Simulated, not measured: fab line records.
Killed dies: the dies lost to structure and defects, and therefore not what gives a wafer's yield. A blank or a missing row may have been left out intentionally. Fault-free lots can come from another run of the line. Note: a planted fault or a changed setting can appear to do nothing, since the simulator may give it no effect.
Matching of chambers	flow n5_finfet	N5_GATE_CUT_STRIP_42 on rie_diel-01 has 4 sister chambers
The step strips in O2. 4 wafers are shown with their chamber, then 7 later ones without.

WAFERS WITH THEIR CHAMBER
wafer	chamber	showerhead_plenum_p_Torr (Torr)
L077.3	3	2.05
L082.4	0	2.16
L085.2	2	2.01
L085.4	1	2.08

WAFERS WHOSE CHAMBER IS MISSING
wafer	showerhead_plenum_p_Torr (Torr)
L085.6	2.16
L091.1	2.01
L091.3	2.08
L091.4	2.15
L096.1	2.15
L096.2	2.00
L096.4	2.08

EACH ONE'S CHAMBER
wafer	from the rows above	in truth
L085.6	0	0
L091.1	2	2
L091.3	1	1
L091.4	0	0
L096.1	0	0
L096.2	2	2
L096.4	1	1
7 of 7 placed correctly. Left unplaced by these rows: 0. 0 placed wrongly.
How it was worked out, from the rows above alone: a wafer's distance from a chamber is the root of the sum, over the readings, of the square of ((its reading less the chamber's mean) divided by the reading's scatter). If the next closest chamber is less than 2 further off than the closest, the wafer can't be placed; otherwise it belongs to the closest. A chamber's mean is the mean of its shown wafers. The scatter (one wafer shown for each chamber): square how far every hidden wafer sits from the nearest shown wafer, average those squares and take the square root.
